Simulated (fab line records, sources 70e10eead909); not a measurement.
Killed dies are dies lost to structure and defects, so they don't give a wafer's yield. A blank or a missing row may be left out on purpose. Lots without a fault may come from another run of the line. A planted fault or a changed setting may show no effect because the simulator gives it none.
fab line records | flow nand_harc | part 1 of 2: steps 1 to 4 of 6
record lots=20 wafers=60 last_day=24
route steps=1159 shown P_BONDPAD@371 A_CHANNEL_HOLE_D1@465 A_STAIRCASE@613
lots that met no fault: from a run of the same line without faults
start_h: hours from the record's first day to the start of the lot's first wafer shown | wait_h: hours since the lot's step before | " the same as in the row above | L1.1+2: a row that stands for several wafers | - no value, or no start given | * or withheld: withheld | < > ~ a bound
route shown NAME@n: a module of which the file shows steps, and the number in the route of the first | usual: mean/standard deviation of fault-free wafers | same: alike in all rows | chamber/n: place in a boat | sites: the reading at each site | _std_site: their standard deviation | _edge_site: outer sites' mean less inner sites' | radius_mm: how far each site lies from the wafer's centre | mask NAME#n: copy n | behind: the tool/chamber that last shaped the wafer | hold: why the lot was held/for how many hours/how that ended | device: the transistor (n, p or np) that didn't switch | end of line: the same wafers' tests at the end of the route | a step without rows: its recipe alone | killed: dies lost to structure and defects at the first sort, not the wafer's yield | map: a wafer's dies, x killed, . not, _ none there
set.NAME: the setting as run; set.NAME@STEP: as run at that earlier step | model.NAME: the simulator's own value behind a step, which no gauge read
steps of the route over a sample of lots; a table a step, a row a wafer
services: from which hour (start_h, from the record's first day; less than 0 if before it) a tool's chamber was out of use, for how many hours, and why
## steps
# step NHARC_P_BONDPAD_STRIP_15
# recipe o2_flow_sccm=500 ar_flow_sccm=0 bias_w=0 chemistry=O2
# usual drypump_motor_current_A=5.4/0.48 oes_product_au=0.999/0.014 rf_vpp_V=58.0/0.88 showerhead_plenum_p_Torr=3.62/0.12 throttle_valve_pct=17.035/0.0084
# columns lot.wafer tool chamber start_h wait_h drypump_motor_current_A oes_product_au rf_hours_counter_h rf_vpp_V showerhead_plenum_p_Torr throttle_valve_pct
L074.4 rie_diel-13 2 129.18 0.1 5.2 0.998 7 58.2 3.60 17.030
L074.1 " 3 " " 5.5 0.993 8 58.9 3.47 17.033
L074.5 " 2 " " 5.2 1.008 - 57.8 3.60 17.037
L075.4 rie_diel-01 2 137.47 0.1 5.8 0.990 55 57.1 3.74 17.038
L075.2 " 3 " " 6.1 1.000 51 57.4 3.62 17.018
L075.3 " 0 " " 5.4 0.996 65 57.7 3.61 17.042
L076.1 rie_diel-03 0 141.44 0.1 5.6 1.007 10 56.1 3.50 17.027
L076.2 " 2 " " 4.9 0.996 10 57.6 3.68 17.036
L076.6 " 0 " " 5.6 1.014 - 57.1 3.50 17.040
L077.1 rie_diel-13 2 145.71 0.1 5.2 1.010 14 57.4 3.60 17.033
L077.5 " 0 " " 6.7 1.010 - 58.2 3.80 17.029
L077.4 " 1 " " 5.5 1.002 - 57.0 3.61 17.034
L079.2 rie_diel-03 0 163.69 0.1 5.6 1.007 11 57.8 3.50 17.042
L079.1 " 2 " " 4.9 1.000 11 59.5 3.68 17.030
L079.5 " 0 " " 5.6 1.011 - 56.8 3.50 17.035
L080.3 rie_diel-03 2 166.59 0.1 4.9 1.000 12 58.6 3.68 17.033
L080.4 " 3 " " 4.8 0.987 11 58.8 3.78 17.040
L080.2 " 1 " " 5.5 1.001 11 56.8 3.49 17.032
L081.2 rie_diel-03 1 176.36 0.1 5.5 0.998 12 57.4 3.49 17.038
L081.5 " 2 " " 4.9 0.996 - 57.5 3.68 17.043
L081.4 " 3 " " 4.8 0.987 - 58.8 3.78 17.039
L082.2 rie_diel-03 2 176.95 0.1 4.9 0.991 12 60.1 3.68 17.030
L082.6 " 3 " " 4.9 0.985 - 57.4 3.78 17.025
L082.5 " 1 " " 5.5 0.984 - 58.7 3.49 17.030
L083.3 rie_diel-03 1 187.88 0.1 5.5 1.000 14 57.1 3.49 17.017
L083.4 " 2 " " 4.9 0.998 14 58.2 3.68 17.033
L083.2 " 0 " " 5.6 1.018 13 56.7 3.50 17.042
L085.1 rie_diel-13 1 201.79 0.1 5.5 1.005 32 59.2 3.60 17.037
L085.3 " 2 " " 5.3 1.006 35 57.1 3.59 17.023
L085.2 " 3 " " 5.5 0.989 32 57.4 3.46 17.047
L087.4 rie_diel-03 3 203.00 0.1 4.8 0.979 14 59.0 3.78 17.033
L087.1 " 0 " " 5.6 1.012 15 58.1 3.49 17.019
L087.6 " 2 " " 4.9 0.986 - 57.2 3.68 17.036
L086.1 rie_diel-03 2 203.80 0.1 4.9 0.991 17 57.7 3.68 17.039
L086.3 " 3 " " 4.9 0.997 14 58.5 3.78 17.048
L086.6 " 1 " " 5.5 0.986 - 58.0 3.49 17.020
L088.1 rie_diel-03 2 212.22 0.1 4.9 0.988 17 58.2 3.67 17.053
L088.2 " 3 " " 4.9 0.973 15 59.5 3.78 17.030
L088.4 " 2 " " 4.9 0.975 - 56.7 3.68 17.026
L089.3 rie_diel-13 1 226.39 0.1 5.5 1.004 40 58.5 3.60 17.019
L089.2 " 2 " " 5.2 1.012 45 59.0 3.58 17.044
L089.5 " 1 " " 5.4 1.004 - 58.8 3.60 17.053
L090.3 rie_diel-03 2 228.85 0.1 4.9 0.980 0 59.3 3.67 17.031
L090.1 " 0 " " 5.6 1.026 1 58.1 3.49 17.028
L090.4 " 1 " " 5.5 1.001 0 58.2 3.49 17.036
L091.4 rie_diel-03 2 229.70 0.1 4.9 0.990 1 58.6 3.67 17.033
L091.2 " 0 " " 5.6 1.026 1 57.5 3.49 17.034
L091.5 " 2 " " 4.9 0.974 - 58.5 3.67 17.040
L093.4 rie_diel-13 0 248.51 0.1 6.7 1.012 49 57.8 3.78 17.041
L093.2 " 1 " " 5.5 1.001 48 57.9 3.59 17.024
L093.3 " 2 " " 5.2 1.010 54 58.5 3.58 17.049
L094.3 rie_diel-03 2 249.00 0.1 4.9 0.977 2 59.0 3.67 17.036
L094.1 " 0 " " 5.6 1.020 3 57.1 3.49 17.037
L094.5 " 1 " " 5.5 0.993 - 56.8 3.49 17.028
L096.4 rie_diel-03 0 257.02 0.1 5.6 1.019 3 56.2 3.49 17.027
L096.3 " 2 " " 4.9 0.978 3 58.4 3.67 17.043
L096.6 " 0 " " 5.6 1.033 - 58.3 3.49 17.029
L095.3 rie_diel-03 0 257.32 0.1 5.6 1.030 3 57.1 3.49 17.032
L095.2 " 1 " " 5.5 1.004 2 57.7 3.49 17.027
L095.5 " 3 " " 4.9 1.005 - 57.9 3.77 17.040
# step NHARC_A_CHANNEL_HOLE_D1_DESCUM_15
# recipe time_s=3 o2_flow_sccm=200 ar_flow_sccm=0 bias_power_w=0 chemistry=O2
# usual drypump_motor_current_A=5.5/0.33 oes_product_au=0.999/0.013 rf_vpp_V=58.1/0.85 showerhead_plenum_p_Torr=1.97/0.07 throttle_valve_pct=11.312/0.0097
# same time_s=3
# columns lot.wafer tool chamber start_h wait_h drypump_motor_current_A oes_product_au rf_hours_counter_h rf_vpp_V showerhead_plenum_p_Torr throttle_valve_pct
L074.4 rie_diel-10 2 173.99 0.1 4.9 0.985 11 58.8 2.07 11.320
L074.1 " 3 " " 5.3 1.002 9 56.3 1.86 11.316
L074.5 " 2 " " 5.0 0.991 - 58.1 2.07 11.317
L075.2 rie_diel-05 2 181.93 0.1 5.5 0.981 0 57.3 2.00 11.317
L075.3 " 0 " " 5.6 0.993 1 58.9 2.07 11.312
L075.4 " 1 " " 5.3 1.017 1 56.5 1.91 11.304
L076.2 rie_diel-10 0 185.67 0.1 5.6 0.995 0 58.1 1.91 11.315
L076.1 " 2 " " 4.9 0.992 0 58.4 2.07 11.321
L076.6 " 3 " " 5.3 1.009 - 57.8 1.86 11.314
L077.1 rie_diel-09 0 188.96 0.1 5.6 1.011 7 57.6 2.00 11.312
L077.4 " 1 " " 5.6 0.987 7 57.1 1.91 11.307
L077.5 " 0 " " 5.5 1.004 - 59.1 2.00 11.305
L080.4 rie_diel-09 3 209.55 0.1 5.5 1.006 8 57.1 2.02 11.322
L080.2 " 0 " " 5.6 0.990 8 58.7 2.00 11.313
L080.3 " 1 " " 5.6 0.978 9 59.4 1.91 11.311
L079.1 rie_diel-05 3 209.73 0.1 6.2 1.031 3 58.4 2.03 11.305
L079.2 " 1 " " 5.3 1.020 2 57.4 1.91 11.316
L079.5 " 0 " " 5.7 0.998 - 60.3 2.07 11.307
L082.2 rie_diel-05 3 218.61 0.1 6.2 1.017 4 58.3 2.03 11.294
L082.5 " 3 " " 6.2 1.029 - 58.8 2.03 11.295
L082.6 " 0 " " 5.7 1.000 - 57.4 2.07 11.313
L081.4 rie_diel-09 0 218.91 0.1 5.6 1.007 9 58.4 2.00 11.307
L081.2 " 1 " " 5.6 0.993 10 58.5 1.91 11.305
L081.5 " 1 " " 5.6 0.990 - 58.9 1.91 11.296
L083.4 rie_diel-05 2 229.41 0.1 5.5 0.975 5 58.0 1.99 11.309
L083.2 " 3 " " 6.2 1.014 5 57.5 2.03 11.304
L083.3 " 0 " " 5.7 1.003 4 59.2 2.07 11.312
L087.1 rie_diel-10 1 248.41 0.1 5.4 0.993 5 57.9 1.88 11.318
L087.4 " 0 " " 5.6 1.002 6 57.4 1.91 11.308
L087.6 " 2 " " 4.9 0.985 - 59.6 2.06 11.311
L085.1 rie_diel-05 3 248.72 0.1 6.2 1.023 6 58.0 2.03 11.317
L085.3 " 0 " " 5.6 0.990 6 59.4 2.07 11.297
L085.2 " 1 " " 5.3 1.006 6 58.8 1.91 11.301
L086.3 rie_diel-09 0 248.97 0.1 5.6 1.003 10 58.8 1.99 11.320
L086.1 " 1 " " 5.6 0.977 11 56.8 1.91 11.312
L086.6 " 3 " " 5.5 1.000 - 58.4 2.02 11.326
L088.1 rie_diel-10 2 260.36 0.1 4.9 0.978 5 58.7 2.06 11.295
L088.4 " 3 " " 5.3 1.014 5 56.3 1.86 11.299
L088.2 " 1 " " 5.4 0.993 7 59.2 1.88 11.322
L090.3 rie_diel-05 0 268.13 0.1 5.6 0.993 7 58.7 2.06 11.312
L090.4 " 2 " " 5.5 0.997 8 57.3 1.99 11.305
L090.1 " 3 " " 6.2 1.025 8 58.2 2.03 11.299
L089.2 rie_diel-09 2 268.28 0.1 6.0 0.991 0 57.9 1.94 11.307
L089.3 " 1 " " 5.6 0.981 0 58.6 1.91 11.314
L089.5 " 2 " " 6.1 0.982 - 56.9 1.94 11.289
L091.4 rie_diel-10 0 268.74 0.1 5.6 0.978 8 57.4 1.91 11.314
L091.2 " 1 " " 5.4 0.987 8 57.8 1.88 11.323
L091.5 " 0 " " 5.6 0.984 - 58.7 1.91 11.308
L093.4 rie_diel-10 3 290.37 0.1 5.3 0.998 7 58.4 1.85 11.307
L093.3 " 0 " " 5.6 0.977 11 57.5 1.91 11.298
L093.2 " 1 " " 5.4 0.997 11 57.2 1.88 11.331
L094.3 rie_diel-09 1 290.59 0.1 5.6 0.988 1 57.9 1.91 11.312
L094.1 " 3 " " 5.5 0.996 2 59.1 2.02 11.299
L094.5 " 1 " " 5.6 0.982 - 56.9 1.91 11.331
L096.3 rie_diel-05 2 303.69 0.1 5.5 0.989 10 57.1 1.99 11.314
L096.4 " 3 " " 6.2 1.029 10 59.9 2.02 11.320
L096.6 " 3 " " 6.2 1.020 - 58.6 2.03 11.322
L095.3 rie_diel-05 2 305.64 0.1 5.5 0.986 11 57.2 1.99 11.308
L095.2 " 3 " " 6.2 1.009 11 58.9 2.02 11.309
L095.5 " 1 " " 5.4 1.025 - 58.3 1.91 11.303
# step NHARC_A_CHANNEL_HOLE_D1_ETCH_25
# recipe bias_v=5000 source_w=withheld pressure_mtorr=20 time_s=1040.2 ar_flow_sccm=375 c4f8_flow_sccm=93.8 o2_flow_sccm=31.2 temp_c=-20 target_depth_a=15000 chemistry=C4F8/O2/Ar
# usual drypump_motor_current_A=5.80/0.27 showerhead_plenum_p_Torr=3.65/0.068 temp_c=-20.02/0.1 throttle_valve_pct=32.234/0.0089
# same time_s=1040.2
# columns lot.wafer tool chamber start_h wait_h drypump_motor_current_A rf_hours_counter_h showerhead_plenum_p_Torr temp_c throttle_valve_pct
L074.1 har_etch-01 0 178.22 0.7 5.50 197 3.56 -19.93 32.219
L074.4 " 0 " " 5.49 - 3.56 -20.07 32.250
L074.5 " 0 " " 5.50 - 3.56 -19.97 32.241
L075.2 har_etch-01 0 186.04 0.6 5.50 202 3.55 -20.09 32.231
L075.3 " 0 " " 5.50 - 3.55 -20.27 32.237
L075.4 " 1 " " 6.17 - 3.74 -20.04 32.231
L076.1 har_etch-02 1 189.73 0.6 5.95 102 3.71 -19.79 32.244
L076.2 " 0 " " 5.55 102 3.66 -19.88 32.233
L076.6 " 0 " " 5.54 - 3.66 -19.93 32.228
L077.1 har_etch-01 1 193.19 0.7 6.12 206 3.73 -19.99 32.259
L077.4 " 0 " " 5.48 - 3.55 -19.95 32.211
L077.5 " 1 " " 6.09 - 3.73 -20.12 32.218
L080.2 har_etch-01 1 213.77 0.7 6.14 213 3.73 -20.01 32.243
L080.4 " 0 " " 5.50 - 3.55 -20.14 32.219
L080.3 " 1 " " 6.16 - 3.73 -19.89 32.231
L079.2 har_etch-02 1 213.80 0.6 6.00 113 3.71 -20.10 32.222
L079.1 " 0 " " 5.57 113 3.65 -20.02 32.237
L079.5 " 1 " " 6.05 - 3.71 -20.18 32.240
L082.2 har_etch-02 1 222.71 0.7 5.99 118 3.70 -19.93 32.215
L082.5 " 1 " " 6.02 - 3.70 -19.94 32.239
L082.6 " 0 " " 5.56 - 3.65 -20.17 32.237
L081.2 har_etch-01 0 223.11 0.7 5.49 220 3.54 -20.10 32.236
L081.4 " 1 " " 6.12 - 3.73 -20.09 32.227
L081.5 " 1 " " 6.12 - 3.73 -19.91 32.228
L083.2 har_etch-01 1 233.50 0.6 6.14 225 3.72 -19.98 32.221
L083.4 " 1 " " 6.13 - 3.72 -19.90 32.234
L083.3 " 0 " " 5.52 - 3.54 -20.20 32.232
L087.1 har_etch-02 0 252.62 0.7 5.55 129 3.64 -20.06 32.231
L087.4 " 0 " " 5.55 - 3.64 -19.96 32.236
L087.6 " 0 " " 5.56 - 3.64 -20.21 32.225
L085.2 har_etch-01 0 252.81 0.6 5.51 231 3.54 -20.24 32.224
L085.1 " 1 " " 6.16 231 3.72 -20.25 32.239
L085.3 " 0 " " 5.51 - 3.54 -20.02 32.229
L086.1 har_etch-02 0 256.66 0.7 5.55 133 3.64 -20.19 32.234
L086.3 " 1 " " 6.02 - 3.69 -20.03 32.243
L086.6 " 0 " " 5.56 - 3.64 -19.98 32.248
L088.1 har_etch-01 1 264.45 0.6 6.12 236 3.72 -19.91 32.238
L088.2 " 0 " " 5.52 236 3.54 -20.01 32.220
L088.4 " 1 " " 6.15 - 3.72 -19.85 32.242
L090.1 har_etch-01 0 272.21 0.6 5.51 240 3.53 -20.02 32.233
L090.4 " 0 " " 5.52 - 3.53 -19.94 32.238
L090.3 " 1 " " 6.12 - 3.71 -19.83 32.239
L089.2 har_etch-02 0 272.50 0.7 5.57 141 3.63 -19.94 32.247
L089.3 " 0 " " 5.57 - 3.64 -20.06 32.229
L089.5 " 1 " " 6.06 - 3.69 -19.97 32.230
L091.2 har_etch-01 1 276.39 0.6 6.14 244 3.71 -20.02 32.244
L091.4 " 1 " " 6.12 - 3.71 -20.02 32.225
L091.5 " 0 " " 5.50 - 3.53 -19.88 32.243
L093.2 har_etch-01 0 294.61 0.7 5.47 251 3.53 -20.15 32.226
L093.3 " 1 " " 6.11 - 3.71 -19.98 32.234
L093.4 " 0 " " 5.51 - 3.53 -20.27 32.241
L094.1 har_etch-02 1 294.80 0.7 6.04 152 3.68 -19.96 32.226
L094.3 " 0 " " 5.55 - 3.63 -19.98 32.244
L094.5 " 0 " " 5.56 - 3.63 -19.97 32.243
L096.4 har_etch-02 1 308.06 0.7 6.01 - 3.68 -20.00 32.225
L096.3 " 0 " " 5.56 - 3.63 -20.16 32.245
L096.6 " 1 " " 6.00 - 3.68 -20.06 32.242
L095.2 har_etch-02 0 316.11 0.6 5.56 165 3.62 -20.04 32.225
L095.3 " 0 " " 5.53 - 3.62 -19.92 32.235
L095.5 " 0 " " 5.55 - 3.62 -20.17 32.225
# step NHARC_A_STAIRCASE_DESCUM_219
# recipe time_s=3 o2_flow_sccm=200 ar_flow_sccm=0 bias_power_w=0 chemistry=O2
# usual drypump_motor_current_A=5.7/0.43 oes_product_au=1.006/0.012 rf_vpp_V=57.9/0.83 showerhead_plenum_p_Torr=1.94/0.074 throttle_valve_pct=11.311/0.0099
# same time_s=3
# columns lot.wafer tool chamber start_h wait_h drypump_motor_current_A oes_product_au rf_hours_counter_h rf_vpp_V showerhead_plenum_p_Torr throttle_valve_pct
L074.1 rie_diel-13 0 250.50 - 6.7 1.014 49 57.4 2.06 11.316
L074.4 " 2 " " 5.2 1.017 55 58.4 1.94 11.301
L074.5 " 1 " " 5.5 0.998 - 57.7 1.95 11.309
L075.3 rie_diel-01 3 250.66 - 6.1 1.003 39 58.4 1.95 11.307
L075.2 " 1 " " 5.9 1.000 34 56.9 1.80 11.324
L075.4 " 2 " " 5.8 1.009 38 58.5 2.02 11.323
L076.1 rie_diel-11 1 255.60 - 5.8 0.985 22 57.1 1.87 11.299
L076.2 " 3 " " 5.8 0.987 22 56.3 1.99 11.313
L076.6 " 0 " " 5.4 0.995 - 58.0 2.02 11.326
L077.1 rie_diel-13 2 256.70 - 5.2 1.015 58 57.8 1.94 11.318
L077.4 " 0 " " 6.6 1.005 51 59.2 2.06 11.313
L077.5 " 1 " " 5.5 1.012 - 57.6 1.95 11.312
L080.4 rie_diel-01 3 277.39 - 6.1 1.014 48 56.5 1.95 11.304
L080.3 " 1 " " 5.9 1.002 43 57.4 1.80 11.310
L080.2 " 2 " " 5.8 1.003 47 58.9 2.02 11.323
L079.2 rie_diel-01 3 278.05 - 6.1 1.007 48 58.7 1.95 11.313
L079.1 " 0 " " 5.4 1.008 44 56.8 1.95 11.284
L079.5 " 1 " " 5.9 0.997 - 57.7 1.80 11.315
L082.2 rie_diel-13 0 290.49 - 6.7 1.016 2 57.1 2.06 11.307
L082.5 " 3 " " 5.4 1.006 - 56.8 1.86 11.330
L082.6 " 0 " " 6.7 1.017 - 58.0 2.06 11.330
L081.4 rie_diel-13 2 291.98 - 5.2 1.023 3 59.4 1.94 11.290
L081.2 " 1 " " 5.5 1.009 3 58.2 1.95 11.324
L081.5 " 2 " " 5.2 1.029 - 56.6 1.94 11.296
L083.4 rie_diel-01 0 295.35 - 5.4 0.998 51 57.1 1.95 11.300
L083.2 " 2 " " 5.8 1.011 55 56.6 2.01 11.323
L083.3 " 3 " " 6.1 1.017 56 57.0 1.95 11.312
L085.1 rie_diel-13 1 316.59 - 5.5 1.012 12 57.4 1.94 11.304
L085.3 " 2 " " 5.2 1.013 13 57.9 1.93 11.298
L085.2 " 3 " " 5.4 1.008 11 58.3 1.86 11.315
L087.1 rie_diel-13 0 316.90 - 6.7 1.028 11 58.4 2.05 11.293
L087.4 " 3 " " 5.5 1.016 12 58.4 1.86 11.320
L087.6 " 0 " " 6.7 1.034 - 57.2 2.05 11.313
L086.1 rie_diel-11 2 325.20 - 5.6 1.005 49 57.6 1.84 11.304
L086.3 " 3 " " 5.8 0.980 47 56.8 1.98 11.296
L086.6 " 1 " " 5.8 1.003 - 58.1 1.86 11.314
L088.1 rie_diel-13 0 329.25 - 6.7 1.026 16 59.6 2.05 11.308
L088.2 " 2 " " 5.2 1.012 17 58.6 1.93 11.311
L088.4 " 3 " " 5.5 1.005 17 58.8 1.86 11.299
L090.3 rie_diel-13 0 334.62 - 6.6 1.023 18 59.4 2.05 11.309
L090.4 " 1 " " 5.5 1.013 19 56.9 1.94 11.296
L090.1 " 2 " " 5.2 1.012 19 58.3 1.93 11.306
L089.2 rie_diel-11 2 335.33 - 5.6 0.998 53 57.1 1.84 11.311
L089.3 " 1 " " 5.8 0.995 50 57.1 1.86 11.328
L089.5 " 3 " " 5.8 0.993 - 58.7 1.98 11.320
L091.2 rie_diel-13 2 341.15 - 5.2 1.026 22 57.1 1.93 11.321
L091.4 " 0 " " 6.7 1.030 21 59.1 2.05 11.309
L091.5 " 3 " " 5.5 1.002 - 58.5 1.86 11.317
L093.3 rie_diel-13 1 357.70 - 5.5 1.005 28 58.1 1.94 11.302
L093.4 " 2 " " 5.2 1.006 29 57.1 1.93 11.315
L093.2 " 3 " " 5.5 1.001 28 58.4 1.86 11.319
L094.1 rie_diel-13 2 358.85 - 5.2 1.007 29 57.2 1.93 11.324
L094.3 " 0 " " 6.7 1.025 27 59.1 2.05 11.316
L094.5 " 2 " " 5.2 1.019 - 58.3 1.93 11.297
L096.3 rie_diel-01 1 370.13 - 5.9 1.011 17 57.7 1.79 11.323
L096.4 " 2 " " 5.8 0.993 15 59.1 2.01 11.321
L096.6 " 1 " " 5.9 1.010 - 57.7 1.79 11.306
L095.3 rie_diel-11 2 379.46 - 5.6 1.001 1 57.4 1.84 11.318
L095.2 " 0 " " 5.5 1.000 1 59.7 2.01 11.299
L095.5 " 2 " " 5.6 1.010 - 56.8 1.84 11.312
